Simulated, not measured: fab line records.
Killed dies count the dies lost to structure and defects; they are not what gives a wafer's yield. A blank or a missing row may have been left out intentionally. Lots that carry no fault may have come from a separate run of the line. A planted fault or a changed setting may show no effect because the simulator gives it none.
Chamber matching	flow nandHarc	NHARC_A_STAIRCASE_ETCH_444 on rieDiel-07: 4 sister chambers
The step etches the open film in C4F8/O2, target depth 20400 nm, time 6800 s. 4 wafers are shown with their chamber, then 9 later ones without.

WAFERS, EACH WITH ITS CHAMBER
wafer	chamber	rfVppV (V)
L078.2	2	806
L084.5	3	807
L088.5	0	809
L088.6	1	804

WAFERS WITH NO CHAMBER GIVEN
wafer	rfVppV (V)
L090.1	810
L090.2	803
L090.6	811
L094.1	803
L094.3	809
L094.4	809
L095.2	806
L095.1	803
L095.6	808

WHICH CHAMBER EACH WENT THROUGH
wafer	from the rows above	in truth
L090.1	0	0
L090.2	1	1
L090.6	0	0
L094.1	1	1
L094.3	0	0
L094.4	0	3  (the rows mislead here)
L095.2	can't be placed: 2 or 3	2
L095.1	1	1
L095.6	can't be placed: 0 or 3 or 2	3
Correctly placed: 6 of 9. These rows do not allow placing 2 (true chamber among the candidates in 2). Wrongly placed: 1.
How it was worked out, from the rows above alone: a wafer's distance from a chamber is the root of the sum, over the readings, of the square of ((its reading less the chamber's mean) divided by the reading's scatter). The wafer belongs to the nearest chamber; if the next one is less than 2 further off, it can't be placed. Each chamber's mean is taken over the wafers shown for it. The scatter: root of mean squared gap, hidden wafer to nearest shown wafer, with one shown wafer a chamber.
